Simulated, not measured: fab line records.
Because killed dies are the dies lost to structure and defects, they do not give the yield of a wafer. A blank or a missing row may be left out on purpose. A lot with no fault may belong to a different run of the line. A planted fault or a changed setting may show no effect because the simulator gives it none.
Chamber matching / flow n5-finfet / N5_BEOL_M7_CURE_74 on uv-cure-02 has 3 sister chambers
The step cures SiCOH lowk, time 240 s. 3 wafers are shown with their chamber, then 7 later ones without.

== EACH WAFER AND ITS CHAMBER ==
wafer=L085.6; chamber=0; lamp-power-pct (%)=52.30
wafer=L088.6; chamber=1; lamp-power-pct (%)=52.41
wafer=L092.3; chamber=2; lamp-power-pct (%)=52.32

== WAFERS WITH NO CHAMBER GIVEN ==
wafer=L092.6; lamp-power-pct (%)=52.29
wafer=L093.1; lamp-power-pct (%)=52.35
wafer=L093.3; lamp-power-pct (%)=52.34
wafer=L093.5; lamp-power-pct (%)=52.21
wafer=L095.2; lamp-power-pct (%)=52.30
wafer=L095.4; lamp-power-pct (%)=52.26
wafer=L095.5; lamp-power-pct (%)=52.38

== THE CHAMBER EACH PASSED THROUGH ==
wafer=L092.6; from the rows above=can't be placed: 0 or 2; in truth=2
wafer=L093.1; from the rows above=can't be placed: 2 or 0 or 1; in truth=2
wafer=L093.3; from the rows above=can't be placed: 2 or 0 or 1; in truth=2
wafer=L093.5; from the rows above=can't be placed: 0 or 2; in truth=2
wafer=L095.2; from the rows above=can't be placed: 0 or 2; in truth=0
wafer=L095.4; from the rows above=can't be placed: 0 or 2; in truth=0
wafer=L095.5; from the rows above=can't be placed: 1 or 2 or 0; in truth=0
Correct placement for 0 of the 7. Can't be placed from these rows: 7 (the true chamber is among the candidates in 7). Placed wrongly: 0.
How it was worked out, from the rows above alone: a wafer's distance from a chamber is the root of the sum, over the readings, of the square of ((its reading less the chamber's mean) divided by the reading's scatter). The wafer belongs to the nearest chamber; if the next one is less than 2 further off, it can't be placed. Each chamber's mean is taken over the wafers shown for it. The scatter: root of mean squared gap, hidden wafer to nearest shown wafer, with one shown wafer a chamber.
